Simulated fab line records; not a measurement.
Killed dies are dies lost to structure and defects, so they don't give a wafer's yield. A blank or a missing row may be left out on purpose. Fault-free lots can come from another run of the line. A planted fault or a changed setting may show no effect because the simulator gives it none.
Which tool is to blame? / flow nand-harc / Sampling: 13 lots, 39 wafers, 6 of 1159 route steps

## WHAT THE GAUGES READ, wafer by wafer
NHARC_P_ZERO_WELL_CD_MEAS_11 targets a cd of 500 nm.
lot=L450; measured=day 1 13:15; on=cd-sem-02; cd-nm (nm)=499.8 498.2 500.6
lot=L453; measured=day 2 07:15; on=cd-sem-03; cd-nm (nm)=500.3 501.7 502.0
lot=L454; measured=day 2 13:15; on=cd-sem-03; cd-nm (nm)=497.2 497.1 500.5
lot=L455; measured=day 2 19:16; on=cd-sem-03; cd-nm (nm)=501.8 500.6 499.9
lot=L456; measured=day 3 01:14; on=cd-sem-03; cd-nm (nm)=503.0 499.0 501.1
lot=L457; measured=day 3 07:14; on=cd-sem-01; cd-nm (nm)=497.7 499.9 501.2
lot=L458; measured=day 3 13:15; on=cd-sem-01; cd-nm (nm)=500.6 497.1 502.2
lot=L460; measured=day 4 01:14; on=cd-sem-01; cd-nm (nm)=499.7 497.5 498.1
lot=L463; measured=day 4 19:22; on=cd-sem-01; cd-nm (nm)=497.3 501.0 499.0
lot=L469; measured=day 6 07:14; on=cd-sem-03; cd-nm (nm)=497.9 498.9 498.1
lot=L471; measured=day 6 19:07; on=cd-sem-02; cd-nm (nm)=498.8 500.1 496.4
lot=L472; measured=day 7 01:14; on=cd-sem-01; cd-nm (nm)=497.5 501.8 498.2
lot=L473; measured=day 7 07:07; on=cd-sem-03; cd-nm (nm)=501.6 503.5 500.3

NHARC_P_GATE_CD_MEAS_26 targets a cd of 120 nm.
lot=L450; measured=day 4 10:58; on=cd-sem-03; cd-nm (nm)=120.5 120.0 120.1
lot=L453; measured=day 5 13:05; on=cd-sem-03; cd-nm (nm)=118.4 119.9 119.3
lot=L454; measured=day 5 13:14; on=cd-sem-01; cd-nm (nm)=120.0 119.7 120.8
lot=L455; measured=day 6 01:15; on=cd-sem-02; cd-nm (nm)=121.2 120.0 120.9
lot=L456; measured=day 6 06:50; on=cd-sem-02; cd-nm (nm)=119.6 120.4 120.2
lot=L457; measured=day 6 06:41; on=cd-sem-01; cd-nm (nm)=120.2 119.6 120.0
lot=L458; measured=day 6 20:30; on=cd-sem-03; cd-nm (nm)=120.2 119.9 120.5
lot=L460; measured=day 7 05:20; on=cd-sem-01; cd-nm (nm)=119.2 119.9 120.2
lot=L463; measured=day 7 21:11; on=cd-sem-02; cd-nm (nm)=106.0 105.8 105.8
lot=L469; measured=day 9 09:49; on=cd-sem-03; cd-nm (nm)=119.1 120.2 119.8
lot=L471; measured=day 10 01:59; on=cd-sem-01; cd-nm (nm)=119.8 120.7 120.0
lot=L472; measured=day 10 02:31; on=cd-sem-01; cd-nm (nm)=118.9 118.2 119.3
lot=L473; measured=day 10 02:09; on=cd-sem-03; cd-nm (nm)=121.0 120.1 120.7

NHARC_END_SORT_01.
lot=L463; measured=day 22 03:23; on=prober-02; killed-at-array=45 45; killed-at-other=0 0; killed-at-periphery=5 6; killed-dies=50 51; killed-open=2 3; killed-short=2 1

## EACH LOT AND THE TOOL THAT RAN IT (in order: tool; ch and the chambers of the sampled wafers; start)
lot=L450; NHARC_P_ZERO_WELL_DESCUM_13=rie-diel-12 ch 0,2,3, day 1 13:24; NHARC_P_GATE_EXPOSE_23=arfi-scanner-01 ch 0, day 4 10:50; NHARC_P_GATE_DEGAS_109=pvd-sputter-03, day 5 04:45
lot=L453; NHARC_P_ZERO_WELL_DESCUM_13=rie-diel-04 ch 0,1,2, day 2 07:32; NHARC_P_GATE_EXPOSE_23=arfi-scanner-03 ch 0, day 5 12:56; NHARC_P_GATE_DEGAS_109=pvd-sputter-02, day 6 07:08
lot=L454; NHARC_P_ZERO_WELL_DESCUM_13=rie-diel-04 ch 0,2,3, day 2 13:25; NHARC_P_GATE_EXPOSE_23=arfi-scanner-01 ch 0, day 5 13:05; NHARC_P_GATE_DEGAS_109=pvd-sputter-02, day 6 06:45
lot=L455; NHARC_P_ZERO_WELL_DESCUM_13=rie-diel-09 ch 0,1,2, day 2 19:26; NHARC_P_GATE_EXPOSE_23=arfi-scanner-01 ch 0, day 6 01:07; NHARC_P_GATE_DEGAS_109=pvd-sputter-01, day 6 18:56
lot=L456; NHARC_P_ZERO_WELL_DESCUM_13=rie-diel-12 ch 0,1,3, day 3 01:24; NHARC_P_GATE_EXPOSE_23=arfi-scanner-03 ch 0, day 6 06:41; NHARC_P_GATE_DEGAS_109=pvd-sputter-01, day 7 01:13
lot=L457; NHARC_P_ZERO_WELL_DESCUM_13=rie-diel-12 ch 1,2,3, day 3 07:25; NHARC_P_GATE_EXPOSE_23=arfi-scanner-02 ch 0, day 6 06:32; NHARC_P_GATE_DEGAS_109=pvd-sputter-03, day 7 00:45
lot=L458; NHARC_P_ZERO_WELL_DESCUM_13=rie-diel-12 ch 1,2,3, day 3 13:25; NHARC_P_GATE_EXPOSE_23=arfi-scanner-02 ch 0, day 6 20:22; NHARC_P_GATE_DEGAS_109=pvd-sputter-02, day 7 15:05
lot=L460; NHARC_P_ZERO_WELL_DESCUM_13=rie-diel-04 ch 0,1, day 4 01:24; NHARC_P_GATE_EXPOSE_23=arfi-scanner-02 ch 0, day 7 05:11; NHARC_P_GATE_DEGAS_109=pvd-sputter-03, day 7 23:30
lot=L463; NHARC_P_ZERO_WELL_DESCUM_13=rie-diel-12 ch 1,2,3, day 4 19:32; NHARC_P_GATE_EXPOSE_23=arfi-scanner-02 ch 0, day 7 21:02; NHARC_P_GATE_DEGAS_109=pvd-sputter-02, day 8 17:02
lot=L469; NHARC_P_ZERO_WELL_DESCUM_13=rie-diel-09 ch 0,2, day 6 07:23; NHARC_P_GATE_EXPOSE_23=arfi-scanner-03 ch 0, day 9 09:41; NHARC_P_GATE_DEGAS_109=pvd-sputter-03, day 10 03:22
lot=L471; NHARC_P_ZERO_WELL_DESCUM_13=rie-diel-04 ch 0,1,3, day 6 19:16; NHARC_P_GATE_EXPOSE_23=arfi-scanner-03 ch 0, day 10 01:52; NHARC_P_GATE_DEGAS_109=pvd-sputter-02, day 10 19:59
lot=L472; NHARC_P_ZERO_WELL_DESCUM_13=rie-diel-09 ch 0,2,3, day 7 01:25; NHARC_P_GATE_EXPOSE_23=arfi-scanner-02 ch 0, day 10 02:23; NHARC_P_GATE_DEGAS_109=pvd-sputter-01, day 10 20:51
lot=L473; NHARC_P_ZERO_WELL_DESCUM_13=rie-diel-04 ch 0,2, day 7 07:17; NHARC_P_GATE_EXPOSE_23=arfi-scanner-02 ch 0, day 10 02:01; NHARC_P_GATE_DEGAS_109=pvd-sputter-03, day 10 19:49
- NHARC_P_ZERO_WELL_DESCUM_13: chemistry O2, time 3 s.
- NHARC_P_GATE_EXPOSE_23: exposes mask P GATE, target cd 120 nm.
- NHARC_P_GATE_DEGAS_109: time 60 s.

## AS READ BY THE TOOLS THEMSELVES (means over the sampled wafers that have a number; for cases with no such wafer, the mark the record gives instead)
NHARC_P_ZERO_WELL_DESCUM_13.
lot=L450; tool=rie-diel-12; drypump-motor-current-A (A)=5.74; mfc-ar-sccm (sccm)=0.014; oes-product-au (a.u.)=1.001; rf-vpp-V (V)=58.0; showerhead-plenum-p-Torr (Torr)=1.96; throttle-valve-pct (%)=11.317
lot=L453; tool=rie-diel-04; drypump-motor-current-A (A)=5.78; mfc-ar-sccm (sccm)=0.011; oes-product-au (a.u.)=0.998; rf-vpp-V (V)=57.9; showerhead-plenum-p-Torr (Torr)=1.89; throttle-valve-pct (%)=11.302
lot=L454; tool=rie-diel-04; drypump-motor-current-A (A)=5.54; mfc-ar-sccm (sccm)=0.003; oes-product-au (a.u.)=1.001; rf-vpp-V (V)=57.8; showerhead-plenum-p-Torr (Torr)=1.84; throttle-valve-pct (%)=11.311
lot=L455; tool=rie-diel-09; drypump-motor-current-A (A)=5.81; mfc-ar-sccm (sccm)=0.008; oes-product-au (a.u.)=0.994; rf-vpp-V (V)=57.6; showerhead-plenum-p-Torr (Torr)=1.90; throttle-valve-pct (%)=11.309
lot=L456; tool=rie-diel-12; drypump-motor-current-A (A)=5.60; mfc-ar-sccm (sccm)=0.014; oes-product-au (a.u.)=1.000; rf-vpp-V (V)=58.2; showerhead-plenum-p-Torr (Torr)=1.99; throttle-valve-pct (%)=11.306
lot=L457; tool=rie-diel-12; drypump-motor-current-A (A)=5.56; mfc-ar-sccm (sccm)=0.000; oes-product-au (a.u.)=0.997; rf-vpp-V (V)=58.1; showerhead-plenum-p-Torr (Torr)=2.03; throttle-valve-pct (%)=11.315
lot=L458; tool=rie-diel-12; drypump-motor-current-A (A)=5.56; mfc-ar-sccm (sccm)=0.000; oes-product-au (a.u.)=0.996; rf-vpp-V (V)=58.7; showerhead-plenum-p-Torr (Torr)=2.03; throttle-valve-pct (%)=11.303
lot=L460; tool=rie-diel-04; drypump-motor-current-A (A)=5.87; mfc-ar-sccm (sccm)=0.011; oes-product-au (a.u.)=0.999; rf-vpp-V (V)=57.9; showerhead-plenum-p-Torr (Torr)=1.89; throttle-valve-pct (%)=11.314
lot=L463; tool=rie-diel-12; drypump-motor-current-A (A)=5.56; mfc-ar-sccm (sccm)=0.000; oes-product-au (a.u.)=0.994; rf-vpp-V (V)=58.3; showerhead-plenum-p-Torr (Torr)=2.03; throttle-valve-pct (%)=11.312
lot=L469; tool=rie-diel-09; drypump-motor-current-A (A)=5.75; mfc-ar-sccm (sccm)=0.013; oes-product-au (a.u.)=1.006; rf-vpp-V (V)=57.9; showerhead-plenum-p-Torr (Torr)=1.93; throttle-valve-pct (%)=11.312
lot=L471; tool=rie-diel-04; drypump-motor-current-A (A)=5.74; mfc-ar-sccm (sccm)=0.014; oes-product-au (a.u.)=1.010; rf-vpp-V (V)=58.0; showerhead-plenum-p-Torr (Torr)=1.87; throttle-valve-pct (%)=11.306
lot=L472; tool=rie-diel-09; drypump-motor-current-A (A)=5.89; mfc-ar-sccm (sccm)=0.015; oes-product-au (a.u.)=1.001; rf-vpp-V (V)=57.7; showerhead-plenum-p-Torr (Torr)=1.94; throttle-valve-pct (%)=11.304
lot=L473; tool=rie-diel-04; drypump-motor-current-A (A)=5.62; mfc-ar-sccm (sccm)=0.000; oes-product-au (a.u.)=0.997; rf-vpp-V (V)=58.2; showerhead-plenum-p-Torr (Torr)=1.86; throttle-valve-pct (%)=11.316

NHARC_P_GATE_DEGAS_109.
lot=L450; tool=pvd-sputter-03; heater-power-w (W)=421
lot=L453; tool=pvd-sputter-02; heater-power-w (W)=422
lot=L454; tool=pvd-sputter-02; heater-power-w (W)=409
lot=L455; tool=pvd-sputter-01; heater-power-w (W)=444
lot=L456; tool=pvd-sputter-01; heater-power-w (W)=446
lot=L457; tool=pvd-sputter-03; heater-power-w (W)=433
lot=L458; tool=pvd-sputter-02; heater-power-w (W)=439
lot=L460; tool=pvd-sputter-03; heater-power-w (W)=421
lot=L463; tool=pvd-sputter-02; heater-power-w (W)=410
lot=L469; tool=pvd-sputter-03; heater-power-w (W)=420
lot=L471; tool=pvd-sputter-02; heater-power-w (W)=430
lot=L472; tool=pvd-sputter-01; heater-power-w (W)=486
lot=L473; tool=pvd-sputter-03; heater-power-w (W)=429

## THE ANSWER, worked out from the rows above alone
Rule: the lots themselves supply what counts as usual. The widest of any qualifying gaps counts: lots, ordered by their means at a reading, are off when they make up no more than a third of the lots, leave a main group of 4 or more, and stand apart from it by 3 or more times the standard deviation of that group's means. If all means in a main group match to the digits the tables above print for the reading, that group is not used. A lot without any number at a reading at which 4 lots or more have one is off too. All remaining lots with rows at the step are treated as sound. The gauges are gone through in route order, then the tools' own readings, and for those a lot's mean is taken as printed above. The first step at which some lot is off is used, and at that step the reading that is off furthest; a lot without a number counts as furthest.
Off, at NHARC_P_GATE_CD_MEAS_26 on cd-nm: L463. For the main group the mean is 120.0 nm and the standard deviation 0.52.
If a tool, at a process step before that reading, ran all the lots that are off and no sound lot after the first of them, it fits. The gauges at NHARC_P_GATE_CD_MEAS_26 are tried like those tools. 2 tools fit, rie-diel-12 at NHARC_P_ZERO_WELL_DESCUM_13 and cd-sem-02 at NHARC_P_GATE_CD_MEAS_26, so this cannot tell which one it is.

## WHAT THE SIMULATOR HAD PUT IN
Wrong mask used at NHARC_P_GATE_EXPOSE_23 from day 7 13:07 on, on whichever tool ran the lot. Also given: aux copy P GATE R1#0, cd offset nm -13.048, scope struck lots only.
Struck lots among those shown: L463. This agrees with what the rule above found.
